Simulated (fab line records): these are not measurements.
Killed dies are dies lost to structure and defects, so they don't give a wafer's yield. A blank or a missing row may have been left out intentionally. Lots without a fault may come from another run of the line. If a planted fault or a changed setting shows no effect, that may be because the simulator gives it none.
Matching of chambers :: flow n5-finfet :: 4 sister chambers for N5_BEOL_M12_ETCH_67 on rie-diel-04
The step etches SiARC in CF4, target depth 143 nm, time 238.3 s. 4 wafers are shown with their chamber, then 9 later ones without.

== WAFERS WITH THEIR CHAMBER ==
wafer: L087.2
chamber: 2
showerhead-plenum-p-Torr (Torr): 2.18

wafer: L091.1
chamber: 1
showerhead-plenum-p-Torr (Torr): 2.04

wafer: L091.4
chamber: 3
showerhead-plenum-p-Torr (Torr): 2.03

wafer: L091.5
chamber: 0
showerhead-plenum-p-Torr (Torr): 2.11

== WAFERS WHOSE CHAMBER IS MISSING ==
wafer: L086.2
showerhead-plenum-p-Torr (Torr): 2.18

wafer: L086.4
showerhead-plenum-p-Torr (Torr): 2.04

wafer: L086.6
showerhead-plenum-p-Torr (Torr): 2.11

wafer: L092.1
showerhead-plenum-p-Torr (Torr): 2.03

wafer: L092.3
showerhead-plenum-p-Torr (Torr): 2.03

wafer: L092.5
showerhead-plenum-p-Torr (Torr): 2.17

wafer: L094.4
showerhead-plenum-p-Torr (Torr): 2.11

wafer: L094.5
showerhead-plenum-p-Torr (Torr): 2.02

wafer: L094.6
showerhead-plenum-p-Torr (Torr): 2.17

== WHICH CHAMBER EACH WENT THROUGH ==
wafer: L086.2
from the rows above: 2
in truth: 2

wafer: L086.4
from the rows above: can't be placed: 1 or 3
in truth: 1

wafer: L086.6
from the rows above: 0
in truth: 0

wafer: L092.1
from the rows above: can't be placed: 3 or 1
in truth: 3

wafer: L092.3
from the rows above: can't be placed: 3 or 1
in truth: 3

wafer: L092.5
from the rows above: 2
in truth: 2

wafer: L094.4
from the rows above: 0
in truth: 0

wafer: L094.5
from the rows above: can't be placed: 3 or 1
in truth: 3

wafer: L094.6
from the rows above: 2
in truth: 2
Placed correctly: 5 of 9. Not placeable from these rows: 4 (in 4, the candidates include the true chamber). 0 placed wrongly.
How it was worked out, from the rows above alone: a wafer's distance from a chamber is the root of the sum, over the readings, of the square of ((its reading less the chamber's mean) divided by the reading's scatter). The wafer belongs to the nearest chamber; if the next one is less than 2 further off, it can't be placed. For every chamber, the mean is computed from those of its wafers that are shown. The scatter (one wafer shown for each chamber): square how far every hidden wafer sits from the nearest shown wafer, average those squares and take the square root.
